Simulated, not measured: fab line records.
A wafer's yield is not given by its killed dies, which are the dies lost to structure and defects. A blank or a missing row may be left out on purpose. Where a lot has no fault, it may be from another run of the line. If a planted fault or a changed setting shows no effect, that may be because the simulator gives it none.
Check for tools in common || flow nand_harc || 12 lots and 36 wafers in the sample

REASON FOR OPENING
Flagged at NHARC_A_BLC_CD_MEAS_10: reading cd_nm, on 2 of 12 lots. Wafers without a fault read 99.8 nm, standard deviation 0.94.
Rule: flag the lot when none of its wafers has a number, or when each of its wafers that has one lies beyond 4 standard deviations from that mean. The other lots count as sound.

{"lot": "L129", "measured": "day 17 18:34", "on": "cd_sem-02", "cd_nm (nm), wafer by wafer": "99.6 100.4 100.6", "flag": ""}
{"lot": "L130", "measured": "day 18 02:38", "on": "cd_sem-02", "cd_nm (nm), wafer by wafer": "101.0 100.2 100.8", "flag": ""}
{"lot": "L132", "measured": "day 19 00:29", "on": "cd_sem-01", "cd_nm (nm), wafer by wafer": "99.5 99.7 100.1", "flag": ""}
{"lot": "L134", "measured": "day 19 01:47", "on": "cd_sem-03", "cd_nm (nm), wafer by wafer": "98.9 100.2 99.6", "flag": ""}
{"lot": "L135", "measured": "day 19 04:44", "on": "cd_sem-02", "cd_nm (nm), wafer by wafer": "101.2 101.3 100.5", "flag": ""}
{"lot": "L138", "measured": "day 19 18:12", "on": "cd_sem-02", "cd_nm (nm), wafer by wafer": "98.4 99.5 99.4", "flag": ""}
{"lot": "L139", "measured": "day 20 15:13", "on": "cd_sem-02", "cd_nm (nm), wafer by wafer": "99.8 100.1 99.3", "flag": ""}
{"lot": "L137", "measured": "day 20 15:56", "on": "cd_sem-02", "cd_nm (nm), wafer by wafer": "100.2 99.4 100.1", "flag": ""}
{"lot": "L140", "measured": "day 20 23:41", "on": "cd_sem-01", "cd_nm (nm), wafer by wafer": "99.9 100.3 100.6", "flag": ""}
{"lot": "L141", "measured": "day 21 00:20", "on": "cd_sem-03", "cd_nm (nm), wafer by wafer": "99.9 98.6 100.1", "flag": ""}
{"lot": "L143", "measured": "day 21 15:40", "on": "cd_sem-01", "cd_nm (nm), wafer by wafer": "108.2 108.7 107.7", "flag": "FLAGGED"}
{"lot": "L142", "measured": "day 22 02:46", "on": "cd_sem-03", "cd_nm (nm), wafer by wafer": "105.6 107.7 106.2", "flag": "FLAGGED"}
The mean of the flagged lots' numbers is 107.3 nm, +7.5 nm from the usual (+8 standard deviations).

WHICH TOOL RAN EACH LOT
Before the reading, the record contains 2 process steps out of a 1159-step route. Every cell lists first the tool, next ch and the chambers used by the sampled wafers, and last the start.
{"lot": "L129", "flag": "", "NHARC_A_CONTACT_ETCH_110": "rie_diel-10 ch 1,2,3, day 17 08:12", "NHARC_A_BLC_EXPOSE_07": "arfi_scanner-01 ch 0, day 17 18:26"}
{"lot": "L130", "flag": "", "NHARC_A_CONTACT_ETCH_110": "rie_diel-07 ch 0,1,3, day 17 19:30", "NHARC_A_BLC_EXPOSE_07": "arfi_scanner-01 ch 0, day 18 02:31"}
{"lot": "L132", "flag": "", "NHARC_A_CONTACT_ETCH_110": "rie_diel-09 ch 2,3, day 18 18:13", "NHARC_A_BLC_EXPOSE_07": "arfi_scanner-02 ch 0, day 19 00:21"}
{"lot": "L134", "flag": "", "NHARC_A_CONTACT_ETCH_110": "rie_diel-07 ch 0,2, day 18 23:07", "NHARC_A_BLC_EXPOSE_07": "arfi_scanner-03 ch 0, day 19 01:38"}
{"lot": "L135", "flag": "", "NHARC_A_CONTACT_ETCH_110": "rie_diel-07 ch 1,2, day 19 02:08", "NHARC_A_BLC_EXPOSE_07": "arfi_scanner-03 ch 0, day 19 04:36"}
{"lot": "L138", "flag": "", "NHARC_A_CONTACT_ETCH_110": "rie_diel-09 ch 0,1,2, day 19 14:06", "NHARC_A_BLC_EXPOSE_07": "arfi_scanner-02 ch 0, day 19 18:04"}
{"lot": "L139", "flag": "", "NHARC_A_CONTACT_ETCH_110": "rie_diel-09 ch 0,1,2, day 20 12:32", "NHARC_A_BLC_EXPOSE_07": "arfi_scanner-01 ch 0, day 20 15:04"}
{"lot": "L137", "flag": "", "NHARC_A_CONTACT_ETCH_110": "rie_diel-07 ch 0,3, day 20 13:24", "NHARC_A_BLC_EXPOSE_07": "arfi_scanner-01 ch 0, day 20 15:48"}
{"lot": "L140", "flag": "", "NHARC_A_CONTACT_ETCH_110": "rie_diel-07 ch 1,3, day 20 19:14", "NHARC_A_BLC_EXPOSE_07": "arfi_scanner-03 ch 0, day 20 23:33"}
{"lot": "L141", "flag": "", "NHARC_A_CONTACT_ETCH_110": "rie_diel-10 ch 0,3, day 20 19:52", "NHARC_A_BLC_EXPOSE_07": "arfi_scanner-03 ch 0, day 21 00:12"}
{"lot": "L143", "flag": "FLAGGED", "NHARC_A_CONTACT_ETCH_110": "rie_diel-10 ch 0,2, day 21 03:29", "NHARC_A_BLC_EXPOSE_07": "arfi_scanner-03 ch 0, day 21 15:31"}
{"lot": "L142", "flag": "FLAGGED", "NHARC_A_CONTACT_ETCH_110": "rie_diel-10 ch 1,2,3, day 21 14:04", "NHARC_A_BLC_EXPOSE_07": "arfi_scanner-03 ch 0, day 22 02:38"}
What these steps do:
- NHARC_A_CONTACT_ETCH_110: etches the open film in CF4/O2, target depth 50 nm, overetch 5 nm, time 27.5 s.
- NHARC_A_BLC_EXPOSE_07: exposes mask A BLC, target cd 100 nm.
- NHARC_A_BLC_CD_MEAS_10: target cd 100 nm.

FLAGGED OVER TOTAL, TOOL BY TOOL (the gauges that took the reading come last)
{"step": "NHARC_A_CONTACT_ETCH_110", "tool": "rie_diel-07", "lots run": 5, "flagged": 0, "share of the flagged lots": "none", "sound lots run after its first flagged lot": "-"}
{"step": "NHARC_A_CONTACT_ETCH_110", "tool": "rie_diel-09", "lots run": 3, "flagged": 0, "share of the flagged lots": "none", "sound lots run after its first flagged lot": "-"}
{"step": "NHARC_A_CONTACT_ETCH_110", "tool": "rie_diel-10", "lots run": 4, "flagged": 2, "share of the flagged lots": "all", "sound lots run after its first flagged lot": 0}
{"step": "NHARC_A_BLC_EXPOSE_07", "tool": "arfi_scanner-01", "lots run": 4, "flagged": 0, "share of the flagged lots": "none", "sound lots run after its first flagged lot": "-"}
{"step": "NHARC_A_BLC_EXPOSE_07", "tool": "arfi_scanner-02", "lots run": 2, "flagged": 0, "share of the flagged lots": "none", "sound lots run after its first flagged lot": "-"}
{"step": "NHARC_A_BLC_EXPOSE_07", "tool": "arfi_scanner-03", "lots run": 6, "flagged": 2, "share of the flagged lots": "all", "sound lots run after its first flagged lot": 0}
{"step": "NHARC_A_BLC_CD_MEAS_10", "tool": "cd_sem-01", "lots run": 3, "flagged": 1, "share of the flagged lots": "some", "sound lots run after its first flagged lot": 0}
{"step": "NHARC_A_BLC_CD_MEAS_10", "tool": "cd_sem-02", "lots run": 6, "flagged": 0, "share of the flagged lots": "none", "sound lots run after its first flagged lot": "-"}
{"step": "NHARC_A_BLC_CD_MEAS_10", "tool": "cd_sem-03", "lots run": 3, "flagged": 1, "share of the flagged lots": "some", "sound lots run after its first flagged lot": 0}

THE TABLE: WHAT IT ALLOWS
2 rows of the table ran every flagged lot: rie_diel-10 at NHARC_A_CONTACT_ETCH_110, arfi_scanner-03 at NHARC_A_BLC_EXPOSE_07.
- rie_diel-10 at NHARC_A_CONTACT_ETCH_110 ran 4 lots, 2 of them flagged. Last sound lot L141 at day 20 19:52, first flagged lot L143 at day 21 03:29; a fault beginning in between fits.
- arfi_scanner-03 at NHARC_A_BLC_EXPOSE_07 ran 6 lots, 2 of them flagged. Last sound lot L141 at day 21 00:12, first flagged lot L143 at day 21 15:31; a fault beginning in between fits. Its own readings lie more than 4 standard deviations out on every wafer of the flagged lots: exposure_dose_mJ_cm2.
A lot count leaves these 2 tools indistinguishable: every one of them fits a fault beginning at some hour. More lots, or a look at what each step does to the wafer, might.

WHAT THE SIMULATOR HAD PUT IN
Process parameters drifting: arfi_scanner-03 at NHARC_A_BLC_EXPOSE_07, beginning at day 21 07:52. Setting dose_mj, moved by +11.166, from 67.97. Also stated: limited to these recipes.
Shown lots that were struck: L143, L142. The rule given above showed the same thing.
